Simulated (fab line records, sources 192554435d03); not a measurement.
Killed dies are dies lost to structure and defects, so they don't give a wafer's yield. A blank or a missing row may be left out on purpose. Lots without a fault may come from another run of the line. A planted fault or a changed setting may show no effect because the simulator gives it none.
Chamber matching | flow n5_finfet | N5_FIN_SAQP_HM_OPEN_73 on rie_diel-05: 4 sister chambers
The step chemistry CHF3/O2, target SiO2, stops on a-Si, target depth 12 nm, time 16.8 s. 4 wafers are shown with their chamber, then 11 later ones without.

WAFERS WITH THEIR CHAMBER
wafer  | chamber | drypump_motor_current_A (A)
L091.1 | 0       | 6.1
L091.2 | 2       | 6.3
L091.6 | 3       | 5.6
L092.1 | 1       | 5.2

WAFERS WITHOUT THEIR CHAMBER
wafer  | drypump_motor_current_A (A)
L092.2 | 5.6
L092.3 | 6.3
L093.1 | 6.3
L093.2 | 6.1
L093.3 | 5.2
L094.2 | 5.2
L094.3 | 6.1
L094.5 | 5.2
L096.2 | 5.2
L096.3 | 6.0
L096.6 | 5.6

WHICH CHAMBER EACH WENT THROUGH
wafer  | from the rows above | in truth
L092.2 | 3                   | 3
L092.3 | 2                   | 2
L093.1 | 2                   | 2
L093.2 | 0                   | 0
L093.3 | 1                   | 1
L094.2 | 1                   | 1
L094.3 | 0                   | 0
L094.5 | 1                   | 1
L096.2 | 1                   | 1
L096.3 | 0                   | 0
L096.6 | 3                   | 3
Placed correctly: 11 of 11. Can't be placed from these rows: 0. Placed wrongly: 0.
How it was worked out, from the rows above alone: a wafer's distance from a chamber is the root of the sum, over the readings, of the square of ((its reading less the chamber's mean) divided by the reading's scatter). The wafer belongs to the nearest chamber; if the next one is less than 2 further off, it can't be placed. A chamber's mean is the mean of its shown wafers. The scatter: with one shown wafer a chamber, the root of the mean of the squares of how far each hidden wafer lies from its nearest shown one.
